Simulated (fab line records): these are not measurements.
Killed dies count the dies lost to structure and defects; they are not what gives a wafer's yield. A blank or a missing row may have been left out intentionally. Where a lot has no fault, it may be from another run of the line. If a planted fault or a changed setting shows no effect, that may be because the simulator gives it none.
Matching of chambers || flow nand-harc || NHARC_A_M1_PRE_CLEAN_32 on pecvd-01 has 3 sister chambers
The step time 12 s. 3 wafers are shown with their chamber, then 10 later ones without.

== WAFERS, EACH WITH ITS CHAMBER ==
{"wafer": "L083.4", "chamber": 0, "heater-power-w (W)": 690}
{"wafer": "L084.1", "chamber": 2, "heater-power-w (W)": 752}
{"wafer": "L084.3", "chamber": 1, "heater-power-w (W)": 649}

== WAFERS WITHOUT THEIR CHAMBER ==
{"wafer": "L084.4", "heater-power-w (W)": 738}
{"wafer": "L085.2", "heater-power-w (W)": 619}
{"wafer": "L085.3", "heater-power-w (W)": 643}
{"wafer": "L085.6", "heater-power-w (W)": 621}
{"wafer": "L087.1", "heater-power-w (W)": 637}
{"wafer": "L087.3", "heater-power-w (W)": 653}
{"wafer": "L087.4", "heater-power-w (W)": 647}
{"wafer": "L095.1", "heater-power-w (W)": 696}
{"wafer": "L095.3", "heater-power-w (W)": 683}
{"wafer": "L095.5", "heater-power-w (W)": 688}

== EACH ONE'S CHAMBER ==
{"wafer": "L084.4", "from the rows above": 2, "in truth": 2}
{"wafer": "L085.2", "from the rows above": 1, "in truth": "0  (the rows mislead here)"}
{"wafer": "L085.3", "from the rows above": 1, "in truth": 1}
{"wafer": "L085.6", "from the rows above": 1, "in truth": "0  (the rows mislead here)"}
{"wafer": "L087.1", "from the rows above": 1, "in truth": 1}
{"wafer": "L087.3", "from the rows above": 1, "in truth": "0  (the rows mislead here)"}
{"wafer": "L087.4", "from the rows above": 1, "in truth": 1}
{"wafer": "L095.1", "from the rows above": 0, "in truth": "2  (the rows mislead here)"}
{"wafer": "L095.3", "from the rows above": "can't be placed: 0 or 1", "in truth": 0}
{"wafer": "L095.5", "from the rows above": 0, "in truth": 0}
Correct placement for 5 of the 10. Cannot be placed on the basis of these rows: 1; the candidates contain the true chamber in 1. 4 placed wrongly.
How it was worked out, from the rows above alone: a wafer's distance from a chamber is the root of the sum, over the readings, of the square of ((its reading less the chamber's mean) divided by the reading's scatter). The wafer belongs to the nearest chamber; if the next one is less than 2 further off, it can't be placed. The mean given for a chamber averages the wafers shown for that chamber. The scatter: root of mean squared gap, hidden wafer to nearest shown wafer, with one shown wafer a chamber.
